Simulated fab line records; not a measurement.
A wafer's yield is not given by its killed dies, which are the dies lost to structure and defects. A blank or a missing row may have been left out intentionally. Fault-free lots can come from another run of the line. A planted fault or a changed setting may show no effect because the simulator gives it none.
fab line records | flow n5Finfet
[record] lots = 10 | wafers = 30 | lastDay = 16
route steps=1938 shown BEOL_M15@1808 PASSIVATION@1936
lots that met no fault: from a run of the same line without faults
startH: the number of hours between the record's first day and the start of the first shown wafer of the lot | waitH: hours elapsed since this lot's preceding step | " as in the row above | L1.1+2: several wafers, shown together as one row | - no value, or no start given | * or withheld: withheld | < > ~ a bound
route shown NAME@n: names a module that has steps shown in the file, with the first one's number in the route | usual: mean/standard deviation taken from wafers without a fault | same: alike in all rows | chamber/n: place in a boat | sites: each site's reading | _std_site: their standard deviation | _edge_site: mean of outer sites minus mean of inner sites | radiusMm: how far each site lies from the wafer's centre | mask NAME#n: copy n | behind: the most recent tool/chamber to have shaped the wafer | hold: reason for holding the lot/hours on hold/outcome of the hold | device: names the non-switching transistor (n, p or np) | end of line: at the end of the route, the tests of the same wafers | a step with no rows: only its recipe | killed: not the wafer's yield, but the dies lost to structure and defects at the first sort | map: a wafer's dies, marking killed ones x, the rest . and places with no die _
set.NAME: setting as actually run; set.NAME@STEP: the setting as run at that earlier step | model.NAME: the simulator's own value behind a step, which no gauge read
route steps across a sampled set of lots; one table per step, one row per wafer
services: from which hour (startH, from the record's first day; less than 0 if before it) a tool's chamber was out of use, for how many hours, and why
[[steps]]
[step N5_BEOL_M15_ETCH_61]
[recipe] chemistry = N2/H2 | target = BARC | targetDepthA = 890 | overetchA = 267 | timeS = 67.9 | ionEnergyEv = 200 | pressureMtorr = 30 | sourceW = 840 | biasW = 150 | n2FlowSccm = 200 | h2FlowSccm = 200
[usual] drypumpMotorCurrentA = 5.7/0.44 | oesProductAu = 0.68/0.059 | rfVppV = 524.1/2.9 | showerheadPlenumPTorr = 2.55/0.1 | throttleValvePct = 17.91/0.24
lot.wafer | tool       | chamber | startH | waitH | drypumpMotorCurrentA | oesProductAu | rfHoursCounterH | rfVppV | showerheadPlenumPTorr | throttleValvePct
L942.1    | rieDiel-03 | 0       | 263.30 | 0.0   | 5.4                  | 0.63         | 175             | 525.3  | 2.53                  | 17.99
L942.2    | "          | 3       | "      | "     | 6.1                  | 0.76         | 40              | 528.7  | 2.70                  | 18.05
L942.5    | "          | 0       | "      | "     | 5.4                  | 0.63         | -               | 524.5  | 2.53                  | 18.00
L944.3    | rieDiel-04 | 0       | 272.65 | 0.0   | 6.3                  | 0.62         | 202             | 523.7  | 2.52                  | 17.81
L944.5    | "          | 3       | "      | "     | 6.0                  | 0.62         | -               | 520.5  | 2.42                  | 17.91
L944.6    | "          | 1       | "      | "     | 5.4                  | 0.70         | -               | 522.7  | 2.46                  | 18.27
L946.1    | rieDiel-04 | 1       | 292.46 | 0.0   | 5.4                  | 0.69         | 83              | 521.4  | 2.46                  | 18.28
L946.3    | "          | 2       | "      | "     | 4.8                  | 0.61         | 212             | 525.9  | 2.63                  | 17.75
L946.5    | "          | 0       | "      | "     | 6.3                  | 0.62         | -               | 523.4  | 2.52                  | 17.83
L951.1    | rieDiel-03 | 0       | 293.29 | 0.0   | 5.4                  | 0.63         | 182             | 522.5  | 2.53                  | 18.03
L951.3    | "          | 2       | "      | "     | 6.2                  | 0.69         | 104             | 522.7  | 2.56                  | 17.67
L951.6    | "          | 0       | "      | "     | 5.4                  | 0.63         | -               | 524.3  | 2.53                  | 18.01
L948.1    | rieDiel-05 | 1       | 297.03 | 0.0   | 5.3                  | 0.70         | 93              | 528.1  | 2.68                  | 17.71
L948.2    | "          | 3       | "      | "     | 5.4                  | 0.82         | 7               | 522.9  | 2.50                  | 17.42
L948.3    | "          | 2       | "      | "     | 5.4                  | 0.69         | 108             | 527.6  | 2.67                  | 17.96
L953.3    | rieDiel-05 | 0       | 323.07 | 0.0   | 6.3                  | 0.68         | 99              | 520.4  | 2.46                  | 18.24
L953.4    | "          | 1       | "      | "     | 5.3                  | 0.69         | 104             | 528.6  | 2.67                  | 17.74
L953.5    | "          | 1       | "      | "     | 5.3                  | 0.69         | -               | 527.7  | 2.67                  | 17.75
L952.2    | rieDiel-05 | 0       | 325.55 | 0.0   | 6.3                  | 0.69         | 100             | 523.1  | 2.46                  | 18.25
L952.5    | "          | 2       | "      | "     | 5.4                  | 0.68         | -               | 525.5  | 2.66                  | 17.98
L952.6    | "          | 3       | "      | "     | 5.3                  | 0.78         | -               | 522.8  | 2.49                  | 17.44
L955.2    | rieDiel-03 | 3       | 337.12 | 0.0   | 6.1                  | 0.72         | 71              | 527.2  | 2.69                  | 18.10
L955.3    | "          | 2       | "      | "     | 6.2                  | 0.68         | 117             | 525.3  | 2.56                  | 17.70
L955.5    | "          | 3       | "      | "     | 6.1                  | 0.72         | -               | 526.5  | 2.69                  | 18.12
L960.1    | rieDiel-05 | 2       | 365.76 | 0.0   | 5.4                  | 0.68         | 134             | 526.2  | 2.66                  | 17.99
L960.4    | "          | 3       | "      | "     | 5.3                  | 0.75         | 37              | 520.8  | 2.48                  | 17.46
L960.6    | "          | 2       | "      | "     | 5.4                  | 0.68         | -               | 526.3  | 2.66                  | 17.99
L961.1    | rieDiel-04 | 3       | 372.29 | 0.0   | 6.0                  | 0.61         | 201             | 520.1  | 2.41                  | 17.93
L961.2    | "          | 0       | "      | "     | 6.3                  | 0.61         | 222             | 524.1  | 2.52                  | 17.85
L961.3    | "          | 1       | "      | "     | 5.4                  | 0.67         | 96              | 522.3  | 2.46                  | 18.31
[step N5_BEOL_M15_SPUTTER_43]
[recipe] material = TaN | targetThkA = 150 | tempC = 50 | biasV = 168.6 | powerW = 15000 | chamberPressurePa = 0.12 | timeS = 24.19
[usual] throttleValvePct = 30.1/1
lot.wafer | tool          | chamber | startH | waitH | throttleValvePct
L942.1    | pvdSputter-02 | -       | 266.19 | 0.0   | 30.5
L942.2    | "             | -       | "      | "     | 30.8
L942.5    | "             | -       | "      | "     | 28.3
L944.3    | pvdSputter-03 | -       | 274.61 | 0.0   | 30.1
L944.5    | "             | -       | "      | "     | 32.8
L944.6    | "             | -       | "      | "     | 29.0
L944.3    | pvdSputter-03 | -       | 274.89 | 0.2   | 30.4
L944.5    | "             | -       | "      | "     | 32.9
L944.6    | "             | -       | "      | "     | 29.2
L951.1    | pvdSputter-01 | -       | 297.14 | 0.0   | 30.1
L951.3    | "             | -       | "      | "     | 29.8
L951.6    | "             | -       | "      | "     | 29.2
L946.1    | pvdSputter-02 | -       | 297.16 | 0.0   | 28.3
L946.3    | "             | -       | "      | "     | 30.6
L946.5    | "             | -       | "      | "     | 28.4
L946.1    | pvdSputter-02 | -       | 297.44 | 0.2   | 28.3
L946.3    | "             | -       | "      | "     | 30.9
L946.5    | "             | -       | "      | "     | 28.5
L948.1    | pvdSputter-01 | -       | 298.04 | 0.0   | 30.2
L948.2    | "             | -       | "      | "     | 30.4
L948.3    | "             | -       | "      | "     | 29.7
L953.3    | pvdSputter-01 | -       | 327.42 | 0.0   | 30.3
L953.4    | "             | -       | "      | "     | 30.3
L953.5    | "             | -       | "      | "     | 29.9
L952.2    | pvdSputter-01 | -       | 328.14 | 0.0   | 30.0
L952.5    | "             | -       | "      | "     | 30.5
L952.6    | "             | -       | "      | "     | 30.0
L955.2    | pvdSputter-03 | -       | 338.17 | 0.0   | 29.0
L955.3    | "             | -       | "      | "     | 32.7
L955.5    | "             | -       | "      | "     | 28.9
L960.1    | pvdSputter-01 | -       | 368.41 | 0.0   | 30.0
L960.4    | "             | -       | "      | "     | 30.3
L960.6    | "             | -       | "      | "     | 29.9
L961.1    | pvdSputter-01 | -       | 373.29 | 0.0   | 28.9
L961.2    | "             | -       | "      | "     | 30.2
L961.3    | "             | -       | "      | "     | 30.0
[step N5_BEOL_M15_SPUTTER_45]
[recipe] material = Cu | targetThkA = 1000 | tempC = -20 | biasV = 60 | powerW = 26000 | chamberPressurePa = 0.13 | timeS = 16.67
[usual] throttleValvePct = 30.1/1
lot.wafer | tool          | chamber | startH | waitH | throttleValvePct
L942.1    | pvdSputter-02 | -       | 266.35 | 0.0   | 30.4
L942.2    | "             | -       | "      | "     | 30.4
L942.5    | "             | -       | "      | "     | 28.3
L944.3    | pvdSputter-03 | -       | 275.05 | 0.0   | 30.1
L944.5    | "             | -       | "      | "     | 32.7
L944.6    | "             | -       | "      | "     | 29.0
L951.1    | pvdSputter-01 | -       | 297.30 | 0.0   | 29.7
L951.3    | "             | -       | "      | "     | 30.2
L951.6    | "             | -       | "      | "     | 29.1
L946.1    | pvdSputter-02 | -       | 297.64 | 0.0   | 28.3
L946.3    | "             | -       | "      | "     | 30.2
L946.5    | "             | -       | "      | "     | 28.2
L948.1    | pvdSputter-01 | -       | 298.20 | 0.0   | 30.4
L948.2    | "             | -       | "      | "     | 30.2
L948.3    | "             | -       | "      | "     | 30.0
L953.3    | pvdSputter-01 | -       | 327.58 | 0.0   | 30.0
L953.4    | "             | -       | "      | "     | 30.2
L953.5    | "             | -       | "      | "     | 30.1
L952.2    | pvdSputter-01 | -       | 328.30 | 0.0   | 30.2
L952.5    | "             | -       | "      | "     | 30.6
L952.6    | "             | -       | "      | "     | 30.0
L955.2    | pvdSputter-03 | -       | 338.33 | 0.0   | 28.9
L955.3    | "             | -       | "      | "     | 32.9
L955.5    | "             | -       | "      | "     | 29.0
L960.1    | pvdSputter-01 | -       | 368.57 | 0.0   | 30.2
L960.4    | "             | -       | "      | "     | 30.1
L960.6    | "             | -       | "      | "     | 30.2
L961.1    | pvdSputter-01 | -       | 373.45 | 0.0   | 29.5
L961.2    | "             | -       | "      | "     | 30.1
L961.3    | "             | -       | "      | "     | 30.0
[step N5_BEOL_M15_ANNEAL_48]
[recipe] tempC = 225 | timeS = 90 | ambient = N2
[usual] wafer_temp_C_max = 225.62/0.21
lot.wafer | tool         | chamber | startH | waitH | wafer_temp_C_max
L942.1    | rtpAnneal-01 | 0       | 266.71 | 0.2   | 225.21
L942.2    | "            | 0       | "      | "     | 225.29
L942.5    | "            | 0       | "      | "     | 225.31
L944.3    | rtpAnneal-02 | 0       | 275.50 | 0.2   | 225.56
L944.5    | "            | 0       | "      | "     | 225.56
L944.6    | "            | 0       | "      | "     | 225.79
L951.1    | rtpAnneal-02 | 0       | 297.69 | 0.2   | 225.61
L951.3    | "            | 0       | "      | "     | 225.65
L951.6    | "            | 0       | "      | "     | 225.81
L946.1    | rtpAnneal-01 | 0       | 298.33 | 0.3   | 225.68
L946.3    | "            | 0       | "      | "     | 225.89
L946.5    | "            | 0       | "      | "     | 225.41
L948.1    | rtpAnneal-02 | 0       | 298.56 | 0.2   | 226.17
L948.2    | "            | 0       | "      | "     | 226.09
L948.3    | "            | 0       | "      | "     | 225.72
L953.3    | rtpAnneal-02 | 0       | 328.23 | 0.4   | 225.98
L953.4    | "            | 0       | "      | "     | 225.82
L953.5    | "            | 0       | "      | "     | 225.49
L952.2    | rtpAnneal-02 | 0       | 328.88 | 0.4   | 225.54
L952.5    | "            | 0       | "      | "     | 225.64
L952.6    | "            | 0       | "      | "     | 225.73
L955.2    | rtpAnneal-01 | 0       | 338.73 | 0.2   | 225.74
L955.3    | "            | 0       | "      | "     | 225.58
L955.5    | "            | 0       | "      | "     | 225.82
L960.1    | rtpAnneal-01 | 0       | 368.93 | 0.2   | 225.56
L960.4    | "            | 0       | "      | "     | 225.62
L960.6    | "            | 0       | "      | "     | 225.78
L961.1    | rtpAnneal-02 | 0       | 373.92 | 0.3   | 225.70
L961.2    | "            | 0       | "      | "     | 225.34
L961.3    | "            | 0       | "      | "     | 225.50
[step N5_BEOL_M15_CMP_49]
[recipe] stopOn = SiO2 | tOverpolishS = 4.9 | downForcePsi = 2 | platenRpm = 80 | clearingPlatenDownForcePsi = 2 | clearingPlatenRpm = 80 | postCmpClean = cuAlkaline | targetThkNm = 850 | clearingPlatenPadVelocityMS = 1.5917 | padVelocityMS = 1.5917
[usual] barrierFieldEndpointS = 11.37/0.25 | motorCurrentA = 8.6/1.1 | overpolishRunS = 4.900/0.0085 | retainingRingPressureFrac = 1.000/0.0049 | slurryFilterDpKPa = 13.50/0.13
lot.wafer | tool   | chamber | startH | waitH | barrierFieldEndpointS | motorCurrentA | overpolishRunS | retainingRingPressureFrac | slurryFilterDpKPa
L942.2    | cmp-03 | 3       | 267.04 | 0.2   | 11.77                 | 8.3           | 4.894          | 0.995                     | 13.49
L942.1    | "      | 1       | "      | "     | 11.69                 | 8.3           | 4.895          | 0.996                     | 13.49
L942.5    | "      | 3       | "      | "     | 11.53                 | 8.7           | 4.896          | 1.005                     | 13.60
L944.3    | cmp-02 | 2       | 275.71 | 0.2   | 16.71                 | 8.7           | 4.893          | 1.004                     | 13.40
L944.6    | "      | 2       | "      | "     | 17.08                 | 8.7           | 4.897          | 0.993                     | 13.57
L944.5    | "      | 3       | "      | "     | 17.21                 | 7.5           | 4.913          | 1.003                     | 13.51
L951.1    | cmp-02 | 0       | 297.99 | 0.3   | 11.36                 | 8.2           | 4.905          | 1.006                     | 13.48
L951.3    | "      | 3       | "      | "     | 11.33                 | 7.5           | 4.907          | 1.011                     | 13.73
L951.6    | "      | 1       | "      | "     | 11.34                 | 8.7           | 4.877          | 1.005                     | 13.26
L946.3    | cmp-03 | 3       | 298.63 | 0.2   | 17.26                 | 8.4           | 4.908          | 0.998                     | 13.53
L946.1    | "      | 0       | "      | "     | 17.42                 | 7.6           | 4.905          | 0.995                     | 13.57
L946.5    | "      | 0       | "      | "     | 17.28                 | 7.3           | 4.897          | 0.994                     | 13.53
L948.1    | cmp-03 | 2       | 298.86 | 0.3   | 11.55                 | 9.8           | 4.894          | 0.999                     | 13.43
L948.2    | "      | 3       | "      | "     | 11.53                 | 8.6           | 4.897          | 0.999                     | 13.46
L948.3    | "      | 1       | "      | "     | 11.31                 | 8.7           | 4.901          | 0.990                     | 13.59
L953.3    | cmp-03 | 3       | 328.48 | 0.2   | 11.25                 | 8.2           | 4.899          | 0.999                     | 13.22
L953.4    | "      | 0       | "      | "     | 11.31                 | 7.2           | 4.891          | 1.001                     | 13.39
L953.5    | "      | 2       | "      | "     | 11.28                 | 9.5           | 4.909          | 1.003                     | 13.54
L952.2    | cmp-02 | 1       | 329.18 | 0.3   | 11.26                 | 9.3           | 4.912          | 1.002                     | 13.70
L952.5    | "      | 0       | "      | "     | 11.28                 | 8.4           | 4.908          | 1.001                     | 13.37
L952.6    | "      | 1       | "      | "     | 11.27                 | 9.1           | 4.901          | 1.006                     | 13.60
L955.3    | cmp-01 | 2       | 338.99 | 0.2   | 11.73                 | 6.5           | 4.911          | 0.998                     | 13.45
L955.2    | "      | 0       | "      | "     | 11.32                 | 9.7           | 4.903          | 0.995                     | 13.41
L955.5    | "      | 2       | "      | "     | 11.87                 | 6.7           | 4.902          | 1.000                     | 13.37
L960.4    | cmp-03 | 2       | 369.24 | 0.1   | 11.24                 | 9.8           | 4.882          | 0.996                     | 13.78
L960.1    | "      | 0       | "      | "     | 11.26                 | 7.9           | 4.887          | 0.994                     | 13.60
L960.6    | "      | 3       | "      | "     | 11.49                 | 8.0           | 4.905          | 1.001                     | 13.51
L961.2    | cmp-03 | 3       | 374.26 | 0.2   | 11.31                 | 8.5           | 4.901          | 0.999                     | 13.38
L961.1    | "      | 0       | "      | "     | 11.23                 | 7.5           | 4.888          | 1.003                     | 13.38
L961.3    | "      | 1       | "      | "     | 11.31                 | 8.4           | 4.895          | 0.993                     | 13.57
[step N5_PASSIVATION_PROBE_49]
[usual] defectLimitedYield = 91.2/1.4 | killed_at_M0_to_M3 = 34/9.4 | killed_at_M4_up = 13/5.8 | killedAtContacts = 13/6.4 | killedAtFrontEnd = 41/11 | killedAtOther = 3.1/2.3 | killedDies = 103/16 | killedOpen = 69/12 | killedShort = 33/7.8 | sort_bin_5_function = 5.1/0.91 | sort_bin_6_memory = 3.3/0.63 | sortNPass = 1077/16 | sortYieldPct = 91.2/1.4
[same] grossDies = 1180 | killedAtBackSide = 0 | sort_bin_4_leakage[%] = 0 | sort_bin_8_speed[%] = 0
lot.wafer | tool      | chamber | startH | waitH | defectLimitedYield[%] | killed_at_M0_to_M3 | killed_at_M4_up | killedAtContacts | killedAtFrontEnd | killedAtOther | killedDies | killedOpen | killedShort | sort_bin_5_function[%] | sort_bin_6_memory[%] | sortNPass | sortYieldPct[%]
L946.1    | prober-01 | -       | 311.38 | 0.0   | 91.5                  | 29                 | 30              | 13               | 28               | 0             | 100        | 67         | 33          | 5.6                    | 2.6                  | 1080      | 91.5
L946.3    | prober-01 | -       | 311.48 | 0.1   | 92.5                  | 31                 | 11              | 6                | 40               | 0             | 88         | 55         | 32          | 4.2                    | 3.1                  | 1092      | 92.5
L946.5    | prober-01 | -       | 311.58 | 0.2   | 92.2                  | 28                 | 18              | 12               | 32               | 2             | 92         | 65         | 27          | 4.4                    | 3.1                  | 1088      | 92.2
L953.3    | prober-02 | -       | 342.91 | 0.1   | 93.1                  | 32                 | 13              | 9                | 25               | 2             | 81         | 49         | 31          | 3.6                    | 3.0                  | 1099      | 93.1
L953.4    | prober-02 | -       | 342.96 | 0.2   | 89.6                  | 35                 | 13              | 8                | 65               | 2             | 123        | 73         | 49          | 5.7                    | 4.2                  | 1057      | 89.6
L953.5    | prober-02 | -       | 343.01 | 0.2   | 90.6                  | 44                 | 19              | 7                | 38               | 3             | 111        | 74         | 37          | 5.3                    | 3.9                  | 1069      | 90.6
L955.2    | prober-01 | -       | 355.35 | 0.1   | 89.9                  | 33                 | 16              | 12               | 55               | 3             | 119        | 81         | 37          | 6.1                    | 3.6                  | 1061      | 89.9
L955.3    | prober-01 | -       | 355.40 | 0.1   | 92.1                  | 29                 | 7               | 12               | 39               | 6             | 93         | 69         | 22          | 4.2                    | 3.6                  | 1087      | 92.1
L955.5    | prober-01 | -       | 355.50 | 0.2   | 91.0                  | 25                 | 10              | 15               | 52               | 4             | 106        | 74         | 28          | 5.1                    | 3.5                  | 1074      | 91.0
// killed by level:class
L946.1 MOL_CONTACT_COAG:geometricParticle:open=12 BEOL_M4:geometricParticle:open=12 BEOL_M2:geometricParticle:open=8 FIN_SAQP:geometricParticle:open=7 BEOL_M0_SAQP:geometricParticle:short=7 FIN_SAQP:geometricParticle:short=6 BEOL_M7:geometricParticle:open=6 BEOL_M4:geometricParticle:short=5
L946.3 FIN_SAQP:geometricParticle:short=9 FIN_SAQP:geometricParticle:open=8 BEOL_M0_SAQP:geometricParticle:open=6 GATE_CUT:geometricParticle:short=5 MOL_CONTACT_COAG:geometricParticle:open=5 BEOL_M1:geometricParticle:open=5 BEOL_M2:geometricParticle:open=5 BEOL_M4:geometricParticle:open=5
L946.5 MOL_CONTACT_COAG:geometricParticle:open=12 FIN_SAQP:geometricParticle:open=8 BEOL_M4:geometricParticle:open=7 BEOL_M0_SAQP:geometricParticle:open=6 BEOL_M0_SAQP:geometricParticle:short=6 BEOL_M5:geometricParticle:open=6 STARTING-WAFER:geometricParticle:open=5 FIN_SAQP:geometricParticle:short=4
L953.3 BEOL_M0_SAQP:geometricParticle:short=8 MOL_CONTACT_COAG:geometricParticle:open=7 STI_FIN_REVEAL:geometricParticle:open=6 BEOL_M3:geometricParticle:open=6 BEOL_M1:geometricParticle:open=5 BEOL_M2:geometricParticle:open=5 GATE_CUT:geometricParticle:short=4 FIN_SAQP:geometricParticle:short=3
L953.4 FIN_SAQP:geometricParticle:short=15 STI_FIN_REVEAL:geometricParticle:open=12 BEOL_M0_SAQP:geometricParticle:open=10 FIN_SAQP:geometricParticle:open=9 BEOL_M0_SAQP:geometricParticle:short=8 MOL_CONTACT_COAG:geometricParticle:open=7 GATE_CUT:geometricParticle:open=6 DUMMY_GATE:geometricParticle:open=5
L953.5 BEOL_M3:geometricParticle:open=12 BEOL_M0_SAQP:geometricParticle:short=10 BEOL_M0_SAQP:geometricParticle:open=9 DUMMY_GATE:geometricParticle:open=8 FIN_SAQP:geometricParticle:short=7 BEOL_M2:geometricParticle:open=6 BEOL_M4:geometricParticle:open=6 BEOL_M5:geometricParticle:open=6
L955.2 STI_FIN_REVEAL:geometricParticle:open=20 MOL_CONTACT_COAG:geometricParticle:open=11 BEOL_M0_SAQP:geometricParticle:open=10 BEOL_M0_SAQP:geometricParticle:short=8 ILD0:geometricParticle:open=6 ILD0:geometricParticle:short=5 GATE_CUT:geometricParticle:short=5 BEOL_M2:geometricParticle:open=5
L955.3 MOL_CONTACT_COAG:geometricParticle:open=12 BEOL_M3:geometricParticle:open=11 STI_FIN_REVEAL:geometricParticle:open=10 FIN_SAQP:geometricParticle:open=5 BEOL_M1:geometricParticle:open=5 BEOL_M3:geometricParticle:short=4 BEOL_M0_SAQP:geometricParticle:open=4 STARTING-WAFER:geometricParticle:open=4
L955.5 STI_FIN_REVEAL:geometricParticle:open=22 MOL_CONTACT_COAG:geometricParticle:open=11 BEOL_M0_SAQP:geometricParticle:open=8 DUMMY_GATE:geometricParticle:open=6 ILD0:geometricParticle:open=6 STI_FIN_REVEAL:geometricParticle:short=5 BEOL_M0_SAQP:geometricParticle:short=5 MOL_CONTACT_COAG:geometricParticle:short=4
[[services]]
tool          | chamber | startH | hours | kind
rieDiel-05    | 3       | 242.10 | -     | clean
rieDiel-05    | 3       | 242.10 | -     | consumableReplace:focusRing
rieDiel-05    | 3       | 242.10 | 27.1  | scheduledDown
rieDiel-05    | 3       | 242.10 | 27.1  | ventCycle
rieDiel-05    | 1       | 245.40 | 1.7   | repair
cmp-02        | -       | 247.72 | 1.5   | repair
cmp-02        | -       | 263.21 | 4.0   | pm
cmp-02        | -       | 267.21 | -     | consumableReplace:conditioner
cmp-02        | -       | 267.21 | -     | consumableReplace:pad
rieDiel-04    | 2       | 270.32 | 2.7   | repair
cmp-01        | -       | 272.53 | 4.6   | pm
cmp-03        | -       | 282.73 | 4.0   | pm
cmp-03        | -       | 286.73 | -     | consumableReplace:conditioner
cmp-03        | -       | 286.73 | -     | consumableReplace:pad
rieDiel-04    | 2       | 293.38 | 3.7   | repair
cmp-01        | -       | 303.39 | 0.9   | repair
cmp-03        | -       | 310.68 | 2.1   | pm
cmp-03        | -       | 321.71 | 1.7   | repair
cmp-01        | -       | 328.46 | 8.8   | repair
cmp-02        | -       | 330.03 | 11.7  | pm
pvdSputter-03 | -       | 340.49 | 2.0   | repair
rieDiel-03    | 1       | 352.01 | -     | clean
rieDiel-03    | -       | 370.21 | 10.0  | pm
rieDiel-04    | 2       | 373.47 | 3.8   | repair
[[key]]
[firstSign] step = N5_BEOL_M15_SPUTTER_43 | reading = visit | direction = added
[effect] step = N5_BEOL_M15_CMP_49 | reading = barrierFieldEndpointS | direction = up | sigmas = 23 | usual = 11.37 | struck = 17.16
metAt N5_BEOL_M15_SPUTTER_43
struckLots L944,L946
notActingAt N5_BEOL_M15_ETCH_61,N5_BEOL_M15_SPUTTER_45,N5_BEOL_M15_ANNEAL_48
[fault] kind = repeatedStepWhole | tool = pvdSputter-01,pvdSputter-02,pvdSputter-03 | chamber = - | onsetH = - | steps = N5_BEOL_M15_SPUTTER_43 | times = 1 | scope = struckLotsOnly
